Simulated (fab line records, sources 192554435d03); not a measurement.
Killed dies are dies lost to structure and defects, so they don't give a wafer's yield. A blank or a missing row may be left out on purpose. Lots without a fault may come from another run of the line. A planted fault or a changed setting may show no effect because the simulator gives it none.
Chamber matching | flow n5_finfet | N5_MOL_CONTACT_COAG_STRIP_96 on rie_diel-06: 4 sister chambers
The step strips in N2/H2. 18 wafers are shown with their chamber, then 9 later ones without.

WAFERS WITH THEIR CHAMBER
wafer  | chamber | drypump_motor_current_A (A) | throttle_valve_pct (%) | showerhead_plenum_p_Torr (Torr)
L076.3 | 3       | 5.5                         | 19.8                   | 3.23
L076.5 | 3       | 5.5                         | 19.8                   | 3.23
L076.6 | 2       | 6.7                         | 19.0                   | 3.20
L077.2 | 3       | 5.5                         | 19.8                   | 3.23
L077.4 | 2       | 6.6                         | 19.0                   | 3.20
L077.5 | 0       | 5.6                         | 18.7                   | 3.36
L078.1 | 0       | 5.6                         | 18.7                   | 3.36
L078.3 | 1       | 4.9                         | 18.8                   | 3.24
L078.4 | 2       | 6.6                         | 19.0                   | 3.19
L083.4 | 3       | 5.4                         | 19.9                   | 3.22
L083.5 | 2       | 6.6                         | 19.0                   | 3.19
L083.6 | 3       | 5.4                         | 19.9                   | 3.22
L084.3 | 0       | 5.6                         | 18.7                   | 3.35
L084.4 | 3       | 5.5                         | 19.9                   | 3.22
L084.5 | 3       | 5.4                         | 19.9                   | 3.22
L085.2 | 2       | 6.6                         | 19.1                   | 3.19
L085.3 | 3       | 5.5                         | 19.9                   | 3.22
L085.5 | 2       | 6.6                         | 19.1                   | 3.19

SIGNATURES (means of the wafers above)
reading                  | chamber 0 | chamber 1 | chamber 2 | chamber 3 | scatter within a chamber
drypump_motor_current_A  | 5.600     | 4.900     | 6.617     | 5.463     | 0.044
throttle_valve_pct       | 18.700    | 18.800    | 19.033    | 19.863    | 0.0479
showerhead_plenum_p_Torr | 3.3567    | 3.2400    | 3.1933    | 3.2237    | 0.00526
Rule: a wafer's distance from a chamber is the root of the sum, over the readings, of the square of ((its reading less the chamber's mean) divided by the reading's scatter). The wafer belongs to the nearest chamber; if the next one is less than 2 further off, it can't be placed. The scatter: the root of (the sum of the squares of (reading less its chamber's mean) over the shown wafers, divided by (wafers less chambers)).

WAFERS WITHOUT THEIR CHAMBER
wafer  | drypump_motor_current_A (A) | throttle_valve_pct (%) | showerhead_plenum_p_Torr (Torr)
L088.2 | 4.9                         | 18.9                   | 3.23
L088.4 | 5.6                         | 18.7                   | 3.35
L088.5 | 4.9                         | 18.9                   | 3.23
L091.3 | 5.6                         | 18.8                   | 3.34
L091.5 | 5.5                         | 19.9                   | 3.21
L091.6 | 5.6                         | 18.7                   | 3.34
L093.2 | 5.6                         | 18.8                   | 3.34
L093.3 | 6.6                         | 18.7                   | 3.59
L093.5 | 5.4                         | 19.9                   | 3.21

WHICH CHAMBER EACH WENT THROUGH
wafer  | from the rows above | in truth
L088.2 | 1                   | 1
L088.4 | 0                   | 0
L088.5 | 1                   | 1
L091.3 | 0                   | 0
L091.5 | 3                   | 3
L091.6 | 0                   | 0
L093.2 | 0                   | 0
L093.3 | 0                   | 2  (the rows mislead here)
L093.5 | 3                   | 3
Placed correctly: 8 of 9. Can't be placed from these rows: 0. Placed wrongly: 1.
